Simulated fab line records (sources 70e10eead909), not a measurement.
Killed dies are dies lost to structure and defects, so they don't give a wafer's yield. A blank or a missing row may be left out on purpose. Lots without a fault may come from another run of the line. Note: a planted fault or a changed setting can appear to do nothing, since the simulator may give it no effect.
Which tool did it? + flow nandHarc + 24 lots, 72 wafers sampled, at 1 step of a route of 1302

== WHAT THE GAUGES READ, wafer by wafer ==
NHARC_P_M0_OVL_MEAS_10: pitch 180 nm. Usual: overlayXNm 0.0 nm, standard deviation 0.69; overlayYNm -0.1 nm, standard deviation 0.79.
| lot  | measured     | on         | overlayXNm (nm) | overlayYNm (nm) | flag |
|------|--------------|------------|-----------------|-----------------|------|
| L074 | day 6 09:28  | overlay-02 | 0.8 1.0 1.2     | 0.2 -0.2 -0.2   |      |
| L076 | day 7 00:37  | overlay-01 | -0.4 -1.0 -0.2  | 0.9 0.7 0.8     |      |
| L075 | day 7 01:13  | overlay-01 | -0.2 -0.7 -0.5  | -0.3 -0.4 -0.8  |      |
| L077 | day 7 07:09  | overlay-02 | -0.3 0.2 -0.2   | -1.9 -2.3 -2.0  |      |
| L078 | day 7 19:44  | overlay-02 | 0.7 0.5 0.3     | 1.0 1.1 1.5     |      |
| L079 | day 8 03:13  | overlay-02 | -0.2 -0.8 -0.4  | 0.2 0.9 1.1     |      |
| L080 | day 8 10:57  | overlay-02 | -0.4 -0.1 -0.2  | -0.7 -0.1 -0.5  |      |
| L081 | day 8 22:15  | overlay-02 | -0.9 -0.3 -0.6  | -1.0 -1.0 -1.6  |      |
| L082 | day 9 10:55  | overlay-01 | -0.6 -0.6 -0.7  | -1.1 -1.4 -1.3  |      |
| L083 | day 9 18:01  | overlay-01 | -0.6 -0.9 -1.1  | 0.8 0.4 0.2     |      |
| L084 | day 10 08:10 | overlay-02 | -1.1 -0.5 -1.0  | 0.1 -0.5 -0.5   |      |
| L085 | day 10 12:10 | overlay-02 | 0.0 0.1 -0.1    | 0.0 0.3 0.2     |      |
| L086 | day 11 01:28 | overlay-02 | -0.8 -0.8 -0.4  | 0.2 0.0 0.2     |      |
| L087 | day 11 10:04 | overlay-01 | 0.4 -0.3 0.0    | -1.3 -0.9 -1.3  |      |
| L088 | day 12 04:16 | overlay-01 | 0.4 0.8 0.7     | 0.2 0.1 -0.1    |      |
| L089 | day 12 04:44 | overlay-02 | 0.5 0.5 -0.3    | -0.1 -0.4 -0.6  |      |
| L090 | day 12 19:09 | overlay-02 | 1.0 0.3 0.4     | 0.3 0.5 0.8     |      |
| L091 | day 12 20:07 | overlay-02 | 1.3 0.6 0.2     | 0.4 0.3 -0.5    |      |
| L092 | day 14 04:53 | overlay-01 | -0.2 0.5 0.2    | -0.4 -0.5 -0.1  |      |
| L093 | day 14 05:16 | overlay-02 | 0.7 0.7 0.3     | -0.7 -0.5 -0.5  |      |
| L094 | day 14 11:20 | overlay-02 | 1.5 1.5 1.8     | 0.8 0.2 0.1     |      |
| L095 | day 14 23:40 | overlay-02 | 0.3 1.1 0.9     | -0.6 -0.9 -0.4  |      |
| L096 | day 15 09:17 | overlay-01 | 0.0 0.2 0.3     | 0.3 0.7 0.0     |      |
| L097 | day 15 17:23 | overlay-01 | -0.1 -0.3 -0.1  | 1.0 0.8 0.6     |      |

== WHAT TOOL EACH LOT RAN ON (gives the tool, then ch and the chambers of the sampled wafers, and finally the start) ==
The record shows no process step preceding these readings.

== WHAT THE TOOLS THEMSELVES READ (means of the sampled wafers that have a number; where no wafer has one, the mark that the record gives instead) ==
The record holds no such reading with a usual standard deviation.

== THE ANSWER, worked out from the rows above alone ==
Rule: take the mean of a lot's wafers that have a number; if it is more than 3 standard deviations from the usual mean, the lot is off. A lot without any number at a reading at which 4 lots or more have one is off too. All remaining lots with rows at the step are treated as sound. First the gauges in route order, then the tools' own readings, where a lot's mean is used as printed above. The first step at which some lot is off is used, and at that step the reading that is off furthest; a lot without a number counts as furthest.
Across all readings shown, no lot is off: no conclusion can be drawn from this.

== WHAT THE SIMULATOR PUT IN ==
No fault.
